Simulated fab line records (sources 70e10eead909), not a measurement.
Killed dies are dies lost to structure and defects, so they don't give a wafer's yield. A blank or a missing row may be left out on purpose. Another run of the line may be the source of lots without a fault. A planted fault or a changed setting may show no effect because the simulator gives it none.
Which of the tools did it? || flow nandHarc || 24 lots, 72 wafers sampled, at 3 steps of a route of 1302

## WHAT THE GAUGES SHOWED, per wafer
NHARC_A_DECK1_JOINT_INSPECT_05. Usual: 316 for rawDefectCount, sd 120.
{"lot": "L074", "measured": "day 12 07:29", "on": "defectInspect-02", "rawDefectCount": "232 212 217", "flag": ""}
{"lot": "L075", "measured": "day 12 17:51", "on": "defectInspect-02", "rawDefectCount": "207 162 264", "flag": ""}
{"lot": "L076", "measured": "day 13 10:35", "on": "defectInspect-01", "rawDefectCount": "357 165 229", "flag": ""}
{"lot": "L077", "measured": "day 13 10:59", "on": "defectInspect-01", "rawDefectCount": "642 387 258", "flag": ""}
{"lot": "L078", "measured": "day 13 21:43", "on": "defectInspect-01", "rawDefectCount": "333 245 278", "flag": ""}
{"lot": "L079", "measured": "day 14 09:48", "on": "defectInspect-01", "rawDefectCount": "149 158 332", "flag": ""}
{"lot": "L081", "measured": "day 15 01:07", "on": "defectInspect-02", "rawDefectCount": "266 363 228", "flag": ""}
{"lot": "L080", "measured": "day 15 01:07", "on": "defectInspect-01", "rawDefectCount": "311 392 309", "flag": ""}
{"lot": "L082", "measured": "day 15 22:32", "on": "defectInspect-02", "rawDefectCount": "444 233 268", "flag": ""}
{"lot": "L084", "measured": "day 16 17:46", "on": "defectInspect-02", "rawDefectCount": "528 180 404", "flag": ""}
{"lot": "L083", "measured": "day 16 17:46", "on": "defectInspect-02", "rawDefectCount": "318 471 262", "flag": ""}
{"lot": "L085", "measured": "day 17 09:16", "on": "defectInspect-02", "rawDefectCount": "368 319 422", "flag": ""}
{"lot": "L086", "measured": "day 17 15:33", "on": "defectInspect-01", "rawDefectCount": "618 636 645", "flag": ""}
{"lot": "L087", "measured": "day 18 17:34", "on": "defectInspect-01", "rawDefectCount": "235 229 175", "flag": ""}
{"lot": "L089", "measured": "day 18 17:35", "on": "defectInspect-02", "rawDefectCount": "353 256 290", "flag": ""}
{"lot": "L088", "measured": "day 18 17:43", "on": "defectInspect-01", "rawDefectCount": "291 226 230", "flag": ""}
{"lot": "L090", "measured": "day 19 07:05", "on": "defectInspect-01", "rawDefectCount": "290 279 337", "flag": ""}
{"lot": "L091", "measured": "day 19 17:29", "on": "defectInspect-02", "rawDefectCount": "345 244 279", "flag": ""}
{"lot": "L092", "measured": "day 20 04:26", "on": "defectInspect-02", "rawDefectCount": "301 182 246", "flag": ""}
{"lot": "L093", "measured": "day 20 04:26", "on": "defectInspect-01", "rawDefectCount": "390 318 631", "flag": ""}
{"lot": "L094", "measured": "day 20 16:35", "on": "defectInspect-02", "rawDefectCount": "327 229 341", "flag": ""}
{"lot": "L095", "measured": "day 21 00:56", "on": "defectInspect-02", "rawDefectCount": "428 230 274", "flag": ""}
{"lot": "L096", "measured": "day 21 17:20", "on": "defectInspect-01", "rawDefectCount": "566 472 358", "flag": ""}
{"lot": "L097", "measured": "day 22 08:55", "on": "defectInspect-01", "rawDefectCount": "220 191 217", "flag": ""}

NHARC_A_CHANNEL_HOLE_D2_CD_MEAS_18. Usual: 99.1 nm for cdNm, sd 2.6.
{"lot": "L074", "measured": "day 13 00:55", "on": "cdSem-02", "cdNm (nm)": "99.7 96.0 92.7", "flag": ""}
{"lot": "L075", "measured": "day 13 12:22", "on": "cdSem-01", "cdNm (nm)": "94.0 96.6 97.2", "flag": ""}
{"lot": "L076", "measured": "day 14 06:31", "on": "cdSem-01", "cdNm (nm)": "95.0 96.8 100.7", "flag": ""}
{"lot": "L077", "measured": "day 14 06:40", "on": "cdSem-02", "cdNm (nm)": "102.9 100.4 95.0", "flag": ""}
{"lot": "L078", "measured": "day 14 14:57", "on": "cdSem-01", "cdNm (nm)": "95.9 97.2 96.7", "flag": ""}
{"lot": "L079", "measured": "day 15 03:09", "on": "cdSem-03", "cdNm (nm)": "99.4 100.4 102.5", "flag": ""}
{"lot": "L081", "measured": "day 15 19:22", "on": "cdSem-03", "cdNm (nm)": "94.6 94.1 98.6", "flag": ""}
{"lot": "L080", "measured": "day 15 21:07", "on": "cdSem-03", "cdNm (nm)": "99.9 101.7 97.2", "flag": ""}
{"lot": "L082", "measured": "day 16 16:24", "on": "cdSem-02", "cdNm (nm)": "96.6 99.4 101.9", "flag": ""}
{"lot": "L084", "measured": "day 17 18:05", "on": "cdSem-01", "cdNm (nm)": "101.9 97.9 100.1", "flag": ""}
{"lot": "L083", "measured": "day 17 18:25", "on": "cdSem-03", "cdNm (nm)": "97.7 102.8 103.7", "flag": ""}
{"lot": "L085", "measured": "day 18 03:28", "on": "cdSem-02", "cdNm (nm)": "102.2 98.0 100.8", "flag": ""}
{"lot": "L086", "measured": "day 18 11:41", "on": "cdSem-01", "cdNm (nm)": "103.5 98.6 99.8", "flag": ""}
{"lot": "L087", "measured": "day 19 11:06", "on": "cdSem-01", "cdNm (nm)": "101.3 99.1 100.1", "flag": ""}
{"lot": "L089", "measured": "day 19 12:07", "on": "cdSem-02", "cdNm (nm)": "94.5 100.6 99.2", "flag": ""}
{"lot": "L088", "measured": "day 19 12:56", "on": "cdSem-03", "cdNm (nm)": "100.2 97.3 98.5", "flag": ""}
{"lot": "L090", "measured": "day 20 00:46", "on": "cdSem-02", "cdNm (nm)": "103.9 101.5 103.1", "flag": ""}
{"lot": "L091", "measured": "day 20 10:58", "on": "cdSem-03", "cdNm (nm)": "97.3 104.4 95.4", "flag": ""}
{"lot": "L092", "measured": "day 20 21:28", "on": "cdSem-01", "cdNm (nm)": "96.4 99.1 97.8", "flag": ""}
{"lot": "L093", "measured": "day 20 23:12", "on": "cdSem-03", "cdNm (nm)": "97.9 96.8 101.3", "flag": ""}
{"lot": "L094", "measured": "day 21 20:16", "on": "cdSem-01", "cdNm (nm)": "98.7 101.1 100.2", "flag": ""}
{"lot": "L095", "measured": "day 21 19:56", "on": "cdSem-01", "cdNm (nm)": "101.6 98.8 98.6", "flag": ""}
{"lot": "L096", "measured": "day 22 10:25", "on": "cdSem-02", "cdNm (nm)": "97.1 94.6 97.9", "flag": ""}
{"lot": "L097", "measured": "day 23 03:15", "on": "cdSem-03", "cdNm (nm)": "97.9 99.9 97.9", "flag": ""}

## TOOL THAT RAN EACH LOT (tool first, then ch and the chambers of the sampled wafers, then the start)
{"lot": "L074", "NHARC_A_CHANNEL_HOLE_D2_ETCH_39": "rieDiel-05 ch 1,2, day 13 00:55 or earlier"}
{"lot": "L075", "NHARC_A_CHANNEL_HOLE_D2_ETCH_39": "rieDiel-09 ch 0,1,3, day 13 12:22 or earlier"}
{"lot": "L076", "NHARC_A_CHANNEL_HOLE_D2_ETCH_39": "rieDiel-06 ch 0,1,2, day 14 06:31 or earlier"}
{"lot": "L077", "NHARC_A_CHANNEL_HOLE_D2_ETCH_39": "rieDiel-05 ch 0,1,2, day 14 06:40 or earlier"}
{"lot": "L078", "NHARC_A_CHANNEL_HOLE_D2_ETCH_39": "rieDiel-05 ch 2,3, day 14 14:57 or earlier"}
{"lot": "L079", "NHARC_A_CHANNEL_HOLE_D2_ETCH_39": "rieDiel-06 ch 0,2,3, day 15 03:09 or earlier"}
{"lot": "L081", "NHARC_A_CHANNEL_HOLE_D2_ETCH_39": "rieDiel-09 ch 0,2,3, day 15 19:22 or earlier"}
{"lot": "L080", "NHARC_A_CHANNEL_HOLE_D2_ETCH_39": "rieDiel-09 ch 0,1, day 15 21:07 or earlier"}
{"lot": "L082", "NHARC_A_CHANNEL_HOLE_D2_ETCH_39": "rieDiel-06 ch 1,2,3, day 16 16:24 or earlier"}
{"lot": "L084", "NHARC_A_CHANNEL_HOLE_D2_ETCH_39": "rieDiel-09 ch 1,2,3, day 17 18:05 or earlier"}
{"lot": "L083", "NHARC_A_CHANNEL_HOLE_D2_ETCH_39": "rieDiel-05 ch 1,2,3, day 17 18:25 or earlier"}
{"lot": "L085", "NHARC_A_CHANNEL_HOLE_D2_ETCH_39": "rieDiel-09 ch 1,2,3, day 18 03:28 or earlier"}
{"lot": "L086", "NHARC_A_CHANNEL_HOLE_D2_ETCH_39": "rieDiel-09 ch 1,3, day 18 11:41 or earlier"}
{"lot": "L087", "NHARC_A_CHANNEL_HOLE_D2_ETCH_39": "rieDiel-06 ch 0,2, day 19 11:06 or earlier"}
{"lot": "L089", "NHARC_A_CHANNEL_HOLE_D2_ETCH_39": "rieDiel-05 ch 1,2,3, day 19 12:07 or earlier"}
{"lot": "L088", "NHARC_A_CHANNEL_HOLE_D2_ETCH_39": "rieDiel-09 ch 1,3, day 19 12:56 or earlier"}
{"lot": "L090", "NHARC_A_CHANNEL_HOLE_D2_ETCH_39": "rieDiel-09 ch 0,2, day 20 00:46 or earlier"}
{"lot": "L091", "NHARC_A_CHANNEL_HOLE_D2_ETCH_39": "rieDiel-09 ch 0,2,3, day 20 10:58 or earlier"}
{"lot": "L092", "NHARC_A_CHANNEL_HOLE_D2_ETCH_39": "rieDiel-06 ch 0,2,3, day 20 21:28 or earlier"}
{"lot": "L093", "NHARC_A_CHANNEL_HOLE_D2_ETCH_39": "rieDiel-06 ch 0,3, day 20 23:12 or earlier"}
{"lot": "L094", "NHARC_A_CHANNEL_HOLE_D2_ETCH_39": "rieDiel-06 ch 1,2, day 21 20:16 or earlier"}
{"lot": "L095", "NHARC_A_CHANNEL_HOLE_D2_ETCH_39": "rieDiel-05 ch 0,1,3, day 21 19:56 or earlier"}
{"lot": "L096", "NHARC_A_CHANNEL_HOLE_D2_ETCH_39": "rieDiel-06 ch 0,1, day 22 10:25 or earlier"}
{"lot": "L097", "NHARC_A_CHANNEL_HOLE_D2_ETCH_39": "rieDiel-05 ch 1,2, day 23 03:15 or earlier"}
- NHARC_A_CHANNEL_HOLE_D2_ETCH_39: etches the open film in N2/H2, target depth 260 nm, time 325 s.

## WHAT THE TOOLS THEMSELVES READ (means of the sampled wafers that have a number; where no wafer has one, the mark that the record gives instead)
NHARC_A_CHANNEL_HOLE_D2_ETCH_39. Usual: drypumpMotorCurrentA 5.7 A, standard deviation 0.46; oesProductAu 0.996 a.u., standard deviation 0.012; rfVppV 431.6 V, standard deviation 2.2; showerheadPlenumPTorr 2.09 Torr, standard deviation 0.074; throttleValvePct 14.171 %, standard deviation 0.0092.
{"lot": "L074", "tool": "rieDiel-05", "drypumpMotorCurrentA (A)": 5.9, "oesProductAu (a.u.)": 0.986, "rfVppV (V)": 432.7, "showerheadPlenumPTorr (Torr)": 2.09, "throttleValvePct (%)": 14.171, "flag": ""}
{"lot": "L075", "tool": "rieDiel-09", "drypumpMotorCurrentA (A)": 5.8, "oesProductAu (a.u.)": 0.994, "rfVppV (V)": 433.7, "showerheadPlenumPTorr (Torr)": 2.16, "throttleValvePct (%)": 14.170, "flag": ""}
{"lot": "L076", "tool": "rieDiel-06", "drypumpMotorCurrentA (A)": 5.5, "oesProductAu (a.u.)": 0.994, "rfVppV (V)": 431.2, "showerheadPlenumPTorr (Torr)": 2.09, "throttleValvePct (%)": 14.170, "flag": ""}
{"lot": "L077", "tool": "rieDiel-05", "drypumpMotorCurrentA (A)": 5.8, "oesProductAu (a.u.)": 0.991, "rfVppV (V)": 429.9, "showerheadPlenumPTorr (Torr)": 2.03, "throttleValvePct (%)": 14.171, "flag": ""}
{"lot": "L078", "tool": "rieDiel-05", "drypumpMotorCurrentA (A)": 5.9, "oesProductAu (a.u.)": 1.001, "rfVppV (V)": 431.1, "showerheadPlenumPTorr (Torr)": 2.07, "throttleValvePct (%)": 14.173, "flag": ""}
{"lot": "L079", "tool": "rieDiel-06", "drypumpMotorCurrentA (A)": 6.0, "oesProductAu (a.u.)": 1.009, "rfVppV (V)": 431.8, "showerheadPlenumPTorr (Torr)": 2.08, "throttleValvePct (%)": 14.172, "flag": ""}
{"lot": "L081", "tool": "rieDiel-09", "drypumpMotorCurrentA (A)": 5.7, "oesProductAu (a.u.)": 0.995, "rfVppV (V)": 433.2, "showerheadPlenumPTorr (Torr)": 2.12, "throttleValvePct (%)": 14.177, "flag": ""}
{"lot": "L080", "tool": "rieDiel-09", "drypumpMotorCurrentA (A)": 5.6, "oesProductAu (a.u.)": 0.999, "rfVppV (V)": 434.7, "showerheadPlenumPTorr (Torr)": 2.19, "throttleValvePct (%)": 14.171, "flag": ""}
{"lot": "L082", "tool": "rieDiel-06", "drypumpMotorCurrentA (A)": 5.8, "oesProductAu (a.u.)": 0.998, "rfVppV (V)": 430.9, "showerheadPlenumPTorr (Torr)": 2.06, "throttleValvePct (%)": 14.174, "flag": ""}
{"lot": "L084", "tool": "rieDiel-09", "drypumpMotorCurrentA (A)": 5.6, "oesProductAu (a.u.)": 0.993, "rfVppV (V)": 431.8, "showerheadPlenumPTorr (Torr)": 2.11, "throttleValvePct (%)": 14.175, "flag": ""}
{"lot": "L083", "tool": "rieDiel-05", "drypumpMotorCurrentA (A)": 6.1, "oesProductAu (a.u.)": 0.991, "rfVppV (V)": 431.4, "showerheadPlenumPTorr (Torr)": 2.06, "throttleValvePct (%)": 14.172, "flag": ""}
{"lot": "L085", "tool": "rieDiel-09", "drypumpMotorCurrentA (A)": 5.6, "oesProductAu (a.u.)": 0.998, "rfVppV (V)": 432.8, "showerheadPlenumPTorr (Torr)": 2.11, "throttleValvePct (%)": 14.171, "flag": ""}
{"lot": "L086", "tool": "rieDiel-09", "drypumpMotorCurrentA (A)": 5.7, "oesProductAu (a.u.)": 0.986, "rfVppV (V)": 432.7, "showerheadPlenumPTorr (Torr)": 2.15, "throttleValvePct (%)": 14.173, "flag": ""}
{"lot": "L087", "tool": "rieDiel-06", "drypumpMotorCurrentA (A)": 5.7, "oesProductAu (a.u.)": 0.997, "rfVppV (V)": 432.0, "showerheadPlenumPTorr (Torr)": 2.11, "throttleValvePct (%)": 14.161, "flag": ""}
{"lot": "L089", "tool": "rieDiel-05", "drypumpMotorCurrentA (A)": 6.1, "oesProductAu (a.u.)": 0.990, "rfVppV (V)": 430.4, "showerheadPlenumPTorr (Torr)": 2.05, "throttleValvePct (%)": 14.169, "flag": ""}
{"lot": "L088", "tool": "rieDiel-09", "drypumpMotorCurrentA (A)": 5.7, "oesProductAu (a.u.)": 0.993, "rfVppV (V)": 433.9, "showerheadPlenumPTorr (Torr)": 2.15, "throttleValvePct (%)": 14.165, "flag": ""}
{"lot": "L090", "tool": "rieDiel-09", "drypumpMotorCurrentA (A)": 5.3, "oesProductAu (a.u.)": 0.993, "rfVppV (V)": 431.6, "showerheadPlenumPTorr (Torr)": 2.09, "throttleValvePct (%)": 14.158, "flag": ""}
{"lot": "L091", "tool": "rieDiel-09", "drypumpMotorCurrentA (A)": 5.7, "oesProductAu (a.u.)": 0.991, "rfVppV (V)": 432.0, "showerheadPlenumPTorr (Torr)": 2.12, "throttleValvePct (%)": 14.166, "flag": ""}
{"lot": "L092", "tool": "rieDiel-06", "drypumpMotorCurrentA (A)": 6.0, "oesProductAu (a.u.)": 0.999, "rfVppV (V)": 431.0, "showerheadPlenumPTorr (Torr)": 2.08, "throttleValvePct (%)": 14.175, "flag": ""}
{"lot": "L093", "tool": "rieDiel-06", "drypumpMotorCurrentA (A)": 6.0, "oesProductAu (a.u.)": 1.008, "rfVppV (V)": 430.3, "showerheadPlenumPTorr (Torr)": 2.07, "throttleValvePct (%)": 14.168, "flag": ""}
{"lot": "L094", "tool": "rieDiel-06", "drypumpMotorCurrentA (A)": 5.5, "oesProductAu (a.u.)": 0.998, "rfVppV (V)": 432.4, "showerheadPlenumPTorr (Torr)": 2.11, "throttleValvePct (%)": 14.172, "flag": ""}
{"lot": "L095", "tool": "rieDiel-05", "drypumpMotorCurrentA (A)": 6.0, "oesProductAu (a.u.)": 1.002, "rfVppV (V)": 429.0, "showerheadPlenumPTorr (Torr)": 1.99, "throttleValvePct (%)": 14.162, "flag": ""}
{"lot": "L096", "tool": "rieDiel-06", "drypumpMotorCurrentA (A)": 5.3, "oesProductAu (a.u.)": 1.000, "rfVppV (V)": 430.5, "showerheadPlenumPTorr (Torr)": 2.06, "throttleValvePct (%)": 14.177, "flag": ""}
{"lot": "L097", "tool": "rieDiel-05", "drypumpMotorCurrentA (A)": 5.9, "oesProductAu (a.u.)": 0.995, "rfVppV (V)": 432.2, "showerheadPlenumPTorr (Torr)": 2.09, "throttleValvePct (%)": 14.174, "flag": ""}

## THE ANSWER, worked out from the rows above alone
Rule: lot off if the mean of its wafers having a number is beyond 3 standard deviations from the usual mean. A lot without any number at a reading at which 4 lots or more have one is off too. Any other lot the step has rows for is counted as sound. After the gauges, taken in route order, come the tools' own readings; for these a lot's mean is taken, as printed above. The first step at which some lot is off is used, and at that step the reading that is off furthest; a lot without a number counts as furthest.
Across all readings shown, no lot is off: no conclusion can be drawn from this.

## WHAT THE SIMULATOR HAD INSERTED
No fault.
